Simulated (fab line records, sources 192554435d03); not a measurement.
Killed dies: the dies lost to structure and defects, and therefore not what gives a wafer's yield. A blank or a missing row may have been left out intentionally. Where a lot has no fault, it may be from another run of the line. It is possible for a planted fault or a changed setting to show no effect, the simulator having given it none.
Which of the tools did it? ; flow n5_finfet ; 24 lots, 72 wafers sampled, at 3 steps of a route of 1938

WHAT THE GAUGES READ, wafer by wafer
N5_BEOL_M6_INSPECT_58: inspects for defects (darkfield). Usual: raw_defect_count 69, standard deviation 31.
lot;measured;on;raw_defect_count;flag
L074;day 9 10:43;defect_inspect-02;58 49 103;
L075;day 9 14:46;defect_inspect-02;65 60 70;
L077;day 9 18:03;defect_inspect-02;58 123 59;
L076;day 9 18:31;defect_inspect-02;106 88 69;
L078;day 10 17:44;defect_inspect-02;79 125 73;
L079;day 10 19:31;defect_inspect-01;146 103 92;
L080;day 11 02:38;defect_inspect-02;113 151 123;
L081;day 11 03:30;defect_inspect-02;39 40 41;
L082;day 11 07:59;defect_inspect-01;29 56 56;
L085;day 11 21:56;defect_inspect-01;43 47 58;
L083;day 12 00:19;defect_inspect-01;37 64 54;
L087;day 12 03:42;defect_inspect-02;66 59 72;
L084;day 12 03:59;defect_inspect-01;57 60 60;
L086;day 12 07:43;defect_inspect-01;70 28 70;
L088;day 12 12:12;defect_inspect-01;88 48 59;
L089;day 12 20:28;defect_inspect-02;46 51 39;
L090;day 13 13:56;defect_inspect-02;74 56 131;
L091;day 13 21:13;defect_inspect-01;90 46 85;
L092;day 13 21:29;defect_inspect-01;41 39 48;
L093;day 14 03:49;defect_inspect-01;63 51 28;
L094;day 14 14:29;defect_inspect-02;71 124 116;
L097;day 14 20:10;defect_inspect-02;75 84 56;
L096;day 15 00:14;defect_inspect-01;53 54 63;
L095;day 15 00:31;defect_inspect-01;48 47 61;

N5_BEOL_M7_THK_MEAS_01. Usual: M7_ILD_THK 154.1 nm, standard deviation 2.1.
lot;measured;on;M7_ILD_THK (nm);flag
L074;day 9 11:19;film_metro-02;154.2 152.3 155.3;
L075;day 9 15:23;film_metro-01;148.6 154.8 152.5;
L077;day 9 18:40;film_metro-01;154.3 152.0 155.7;
L076;day 9 19:08;film_metro-02;153.7 154.3 155.6;
L078;day 10 18:20;film_metro-01;152.3 152.5 152.8;
L079;day 10 20:07;film_metro-01;153.4 157.3 153.7;
L080;day 11 03:14;film_metro-01;153.4 154.1 156.2;
L081;day 11 04:08;film_metro-02;153.8 155.7 153.0;
L082;day 11 08:37;film_metro-01;153.9 154.7 157.9;
L085;day 11 22:33;film_metro-02;150.5 152.5 154.2;
L083;day 12 00:56;film_metro-01;153.3 151.4 157.0;
L087;day 12 04:19;film_metro-01;153.0 154.5 155.9;
L084;day 12 04:37;film_metro-02;152.1 157.5 154.3;
L086;day 12 08:20;film_metro-02;156.2 158.3 158.3;
L088;day 12 12:55;film_metro-02;154.7 157.0 156.5;
L089;day 12 21:04;film_metro-02;153.9 153.4 154.3;
L090;day 13 14:32;film_metro-02;152.1 155.1 152.7;
L091;day 13 21:50;film_metro-01;153.7 157.3 153.3;
L092;day 13 22:19;film_metro-02;152.2 150.4 153.1;
L093;day 14 04:26;film_metro-02;151.2 153.9 157.0;
L094;day 14 15:07;film_metro-02;152.3 154.5 152.8;
L097;day 14 20:47;film_metro-01;153.3 156.3 157.1;
L096;day 15 00:51;film_metro-01;153.6 154.6 153.2;
L095;day 15 01:10;film_metro-02;151.5 152.5 154.7;

WHAT TOOL EACH LOT RAN ON (gives the tool, then ch and the chambers of the sampled wafers, and finally the start)
lot;N5_BEOL_M6_SPUTTER_48
L074;pvd_sputter-01, day 9 08:16
L075;pvd_sputter-03, day 9 13:48
L077;pvd_sputter-03, day 9 16:40
L076;pvd_sputter-02, day 9 17:13
L078;pvd_sputter-02, day 10 16:44
L079;pvd_sputter-01, day 10 18:28
L080;pvd_sputter-01, day 11 01:05
L081;pvd_sputter-01, day 11 01:23
L082;pvd_sputter-02, day 11 05:37
L085;pvd_sputter-02, day 11 20:58
L083;pvd_sputter-02, day 11 23:13
L087;pvd_sputter-03, day 12 02:44
L084;pvd_sputter-03, day 12 02:59
L086;pvd_sputter-01, day 12 06:38
L088;pvd_sputter-02, day 12 11:13
L089;pvd_sputter-01, day 12 19:29
L090;pvd_sputter-03, day 13 12:15
L091;pvd_sputter-03, day 13 20:03
L092;pvd_sputter-03, day 13 20:15
L093;pvd_sputter-03, day 14 02:41
L094;pvd_sputter-03, day 14 13:14
L097;pvd_sputter-01, day 14 19:00
L096;pvd_sputter-01, day 14 22:56
L095;pvd_sputter-02, day 14 23:30
- N5_BEOL_M6_SPUTTER_48: material Cu, target thk 10 nm, time 1.667 s.

AS READ BY THE TOOLS THEMSELVES (means over the sampled wafers that have a number; for cases with no such wafer, the mark the record gives instead)
N5_BEOL_M6_SPUTTER_48. Usual: chuck_gas_flow_sccm 1.27 sccm, standard deviation 0.056; throttle_valve_pct 29.7 %, standard deviation 1.2.
lot;tool;chuck_gas_flow_sccm (sccm);throttle_valve_pct (%);flag
L074;pvd_sputter-01;1.27;29.0;
L075;pvd_sputter-03;1.28;29.8;
L077;pvd_sputter-03;1.25;29.8;
L076;pvd_sputter-02;1.26;29.7;
L078;pvd_sputter-02;1.27;30.5;
L079;pvd_sputter-01;1.28;29.7;
L080;pvd_sputter-01;1.27;29.4;
L081;pvd_sputter-01;1.27;29.1;
L082;pvd_sputter-02;1.26;29.4;
L085;pvd_sputter-02;1.28;30.3;
L083;pvd_sputter-02;1.27;30.2;
L087;pvd_sputter-03;1.27;29.7;
L084;pvd_sputter-03;1.32;29.7;
L086;pvd_sputter-01;1.24;29.1;
L088;pvd_sputter-02;1.26;30.4;
L089;pvd_sputter-01;1.28;29.3;
L090;pvd_sputter-03;1.27;29.3;
L091;pvd_sputter-03;1.33;29.6;
L092;pvd_sputter-03;1.23;29.5;
L093;pvd_sputter-03;1.29;29.6;
L094;pvd_sputter-03;1.29;30.4;
L097;pvd_sputter-01;1.28;29.6;
L096;pvd_sputter-01;1.23;29.7;
L095;pvd_sputter-02;1.27;29.2;

THE ANSWER, worked out from the rows above alone
Rule: a lot counts as off when the mean over its wafers that have a number is more than 3 standard deviations away from the usual mean. A lot without any number at a reading at which 4 lots or more have one is off too. The other lots that the step has rows for count as sound. First the gauges in route order, then the tools' own readings, where a lot's mean is used as printed above. The first step at which some lot is off is used, and at that step the reading that is off furthest; a lot without a number counts as furthest.
None of the lots is off at any reading shown; this tells nothing.

WHAT THE SIMULATOR PUT IN
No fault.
